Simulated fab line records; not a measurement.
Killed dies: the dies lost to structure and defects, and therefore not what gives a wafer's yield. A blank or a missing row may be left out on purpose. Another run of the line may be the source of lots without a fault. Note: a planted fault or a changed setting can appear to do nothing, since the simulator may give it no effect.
Chamber matching    flow nandHarc    NHARC_P_M0_PRE_CLEAN_31 on pecvd-01 has 3 sister chambers
The step time 12 s. 3 wafers are shown with their chamber, then 7 later ones without.

WAFERS, EACH WITH ITS CHAMBER
wafer   chamber  rfFwdPowerW (W)
L083.4  2        292.1
L085.2  1        293.0
L085.3  0        292.5

WAFERS WITH NO CHAMBER GIVEN
wafer   rfFwdPowerW (W)
L085.4  291.8
L094.1  292.1
L094.2  293.1
L094.4  293.0
L097.1  292.3
L097.2  291.7
L097.5  291.5

THE CHAMBER EACH PASSED THROUGH
wafer   from the rows above           in truth
L085.4  can't be placed: 2 or 0       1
L094.1  can't be placed: 2 or 0       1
L094.2  can't be placed: 1 or 0       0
L094.4  can't be placed: 1 or 0       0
L097.1  can't be placed: 0 or 2 or 1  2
L097.2  can't be placed: 2 or 0       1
L097.5  can't be placed: 2 or 0       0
Correctly placed: 0 of 7. These rows do not allow placing 7 (true chamber among the candidates in 4). Number placed wrongly: 0.
How it was worked out, from the rows above alone: a wafer's distance from a chamber is the root of the sum, over the readings, of the square of ((its reading less the chamber's mean) divided by the reading's scatter). If the next closest chamber is less than 2 further off than the closest, the wafer can't be placed; otherwise it belongs to the closest. For every chamber, the mean is computed from those of its wafers that are shown. The scatter: root of mean squared gap, hidden wafer to nearest shown wafer, with one shown wafer a chamber.
